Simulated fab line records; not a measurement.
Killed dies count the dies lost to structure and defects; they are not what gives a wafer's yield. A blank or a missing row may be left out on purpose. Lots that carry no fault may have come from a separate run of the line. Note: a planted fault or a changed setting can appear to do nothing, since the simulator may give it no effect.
Chamber matching | flow nand-harc | NHARC_P_CONTACT_CMP_01 on cmp-01: 4 sister chambers
The step polishes SiO2, target thk 200 nm. 4 wafers are shown with their chamber, then 8 later ones without.

== WAFERS PAIRED WITH THEIR CHAMBERS ==
wafer  | chamber | motor-current-A (A)
L078.1 | 3       | 13.8
L084.4 | 2       | 10.7
L084.6 | 1       | 12.9
L083.1 | 0       | 12.6

== WAFERS WITH NO CHAMBER GIVEN ==
wafer  | motor-current-A (A)
L083.2 | 10.6
L083.4 | 13.4
L094.1 | 10.7
L094.3 | 12.5
L094.6 | 12.9
L096.1 | 12.9
L096.4 | 13.0
L096.6 | 13.2

== EACH ONE'S CHAMBER ==
wafer  | from the rows above          | in truth
L083.2 | 2                            | 2
L083.4 | can't be placed: 3 or 1      | 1
L094.1 | 2                            | 2
L094.3 | can't be placed: 0 or 1      | 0
L094.6 | can't be placed: 1 or 0      | 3
L096.1 | can't be placed: 1 or 0      | 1
L096.4 | can't be placed: 1 or 0      | 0
L096.6 | can't be placed: 1 or 0 or 3 | 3
Correctly placed: 2 of 8. From these rows, 6 cannot be placed; in 5 the true chamber is one of the candidates. Wrongly placed: 0.
How it was worked out, from the rows above alone: a wafer's distance from a chamber is the root of the sum, over the readings, of the square of ((its reading less the chamber's mean) divided by the reading's scatter). The wafer belongs to the nearest chamber; if the next one is less than 2 further off, it can't be placed. The mean given for a chamber averages the wafers shown for that chamber. The scatter: with one shown wafer a chamber, the root of the mean of the squares of how far each hidden wafer lies from its nearest shown one.
